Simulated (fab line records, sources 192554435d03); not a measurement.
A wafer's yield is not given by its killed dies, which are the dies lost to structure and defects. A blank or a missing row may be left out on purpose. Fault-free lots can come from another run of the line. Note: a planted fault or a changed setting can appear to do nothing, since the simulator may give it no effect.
Chamber matching ; flow n5 finfet ; 3 sister chambers for N5_BEOL_M6_CURE_75 on uv cure-01
The step cures SiCOH lowk, time 120 s. 3 wafers are shown with their chamber, then 12 later ones without.

EACH WAFER AND ITS CHAMBER
wafer;chamber;wafer_temp_C_max
L084.4;1;371.6
L086.6;0;371.0
L089.5;2;371.6

WAFERS WITHOUT THEIR CHAMBER
wafer;wafer_temp_C_max
L090.1;371.9
L090.4;371.8
L090.5;371.6
L093.1;371.1
L093.3;370.9
L093.5;371.2
L091.1;371.6
L091.4;371.5
L091.6;371.1
L095.1;371.1
L095.2;371.7
L095.4;371.3

WHICH CHAMBER EACH WENT THROUGH
wafer;from the rows above;in truth
L090.1;can't be placed: 1 or 2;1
L090.4;can't be placed: 1 or 2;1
L090.5;can't be placed: 1 or 2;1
L093.1;0;0
L093.3;0;0
L093.5;can't be placed: 0 or 1 or 2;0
L091.1;can't be placed: 1 or 2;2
L091.4;can't be placed: 1 or 2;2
L091.6;0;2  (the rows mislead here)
L095.1;0;0
L095.2;can't be placed: 1 or 2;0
L095.4;can't be placed: 0 or 1 or 2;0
Placed correctly: 3 of 12. Unplaceable from these rows: 8, with the true chamber sitting among the candidates in 7. 1 placed wrongly.
How it was worked out, from the rows above alone: a wafer's distance from a chamber is the root of the sum, over the readings, of the square of ((its reading less the chamber's mean) divided by the reading's scatter). The wafer belongs to the nearest chamber; if the next one is less than 2 further off, it can't be placed. Each chamber's mean is taken over the wafers shown for it. The scatter: root of mean squared gap, hidden wafer to nearest shown wafer, with one shown wafer a chamber.
